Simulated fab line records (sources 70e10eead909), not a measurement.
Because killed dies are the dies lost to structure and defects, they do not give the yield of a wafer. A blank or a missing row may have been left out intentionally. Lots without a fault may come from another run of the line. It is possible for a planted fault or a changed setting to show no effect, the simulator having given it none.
The tool behind it: which one? -- flow nand-harc -- 6 lots, 18 wafers sampled, at 3 steps of a route of 1302

WHAT EACH GAUGE READ, for each wafer
NHARC_A_CHANNEL_HOLE_D1_CD_MEAS_10 targets a cd of 100 nm.
lot,measured,on,cd-nm (nm)
L424,day 10 20:03,cd-sem-01,100.8 100.0 100.1
L425,day 11 17:34,cd-sem-03,100.2 100.1 100.2
L429,day 13 05:03,cd-sem-03,99.9 99.8 100.2
L431,day 14 04:32,cd-sem-03,101.4 101.3 101.4
L439,day 17 05:45,cd-sem-02,100.9 101.1 101.1
L441,day 18 10:07,cd-sem-03,100.7 100.2 99.9

EACH LOT AND THE TOOL THAT RAN IT (in order: tool; ch and the chambers of the sampled wafers; start)
lot,NHARC_A_ONON_D1_DEP_33,NHARC_A_CHANNEL_HOLE_D1_EXPOSE_07
L424,"pecvd-03 ch 0,1,2, day 10 16:59","arfi-scanner-01 ch 0, day 10 19:55"
L425,"pecvd-04 ch 0,2, day 11 12:49","arfi-scanner-02 ch 0, day 11 17:26"
L429,"pecvd-04 ch 1,2, day 13 00:38","arfi-scanner-03 ch 0, day 13 04:55"
L431,"pecvd-03 ch 0,2, day 13 18:43","arfi-scanner-03 ch 0, day 14 04:25"
L439,"pecvd-04 ch 0,2, day 16 20:32","arfi-scanner-03 ch 0, day 17 05:37"
L441,"pecvd-04 ch 1,2, day 18 03:32","arfi-scanner-01 ch 0, day 18 09:59"
- NHARC_A_ONON_D1_DEP_33: deposits SiO2, target thk 200 nm.
- NHARC_A_CHANNEL_HOLE_D1_EXPOSE_07: exposes mask HOLE D1, target cd 100 nm.

THE ANSWER, worked out from the rows above alone
Rule: the lots themselves supply what counts as usual. The widest of any qualifying gaps counts: lots, ordered by their means at a reading, are off when they make up no more than a third of the lots, leave a main group of 4 or more, and stand apart from it by 3 or more times the standard deviation of that group's means. The tables above print the reading to a certain number of digits; a main group whose means all agree to those digits is not used. Also off: a lot with no number at a reading for which 4 or more lots have one. The other lots that the step has rows for count as sound.
Off at NHARC_A_CHANNEL_HOLE_D1_CD_MEAS_10 (cd-nm): L431, L439. Main group: mean 100.2 nm, sd 0.13.
If a tool, at a process step before that reading, ran all the lots that are off and no sound lot after the first of them, it fits. Those tools and the gauges at NHARC_A_CHANNEL_HOLE_D1_CD_MEAS_10 are tried in the same way. One candidate fits, namely arfi-scanner-03 at NHARC_A_CHANNEL_HOLE_D1_EXPOSE_07. A fault onset in the window from L429 (day 13 04:55, its last sound lot) to L431 (day 14 04:25, its first lot off) fits.

WHAT WAS PUT IN BY THE SIMULATOR
Drift in process parameters on arfi-scanner-03 at NHARC_A_CHANNEL_HOLE_D1_EXPOSE_07, starting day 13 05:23. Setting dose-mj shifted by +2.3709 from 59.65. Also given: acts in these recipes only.
Shown lots that were struck: L431, L439. The rule above reached the same finding.
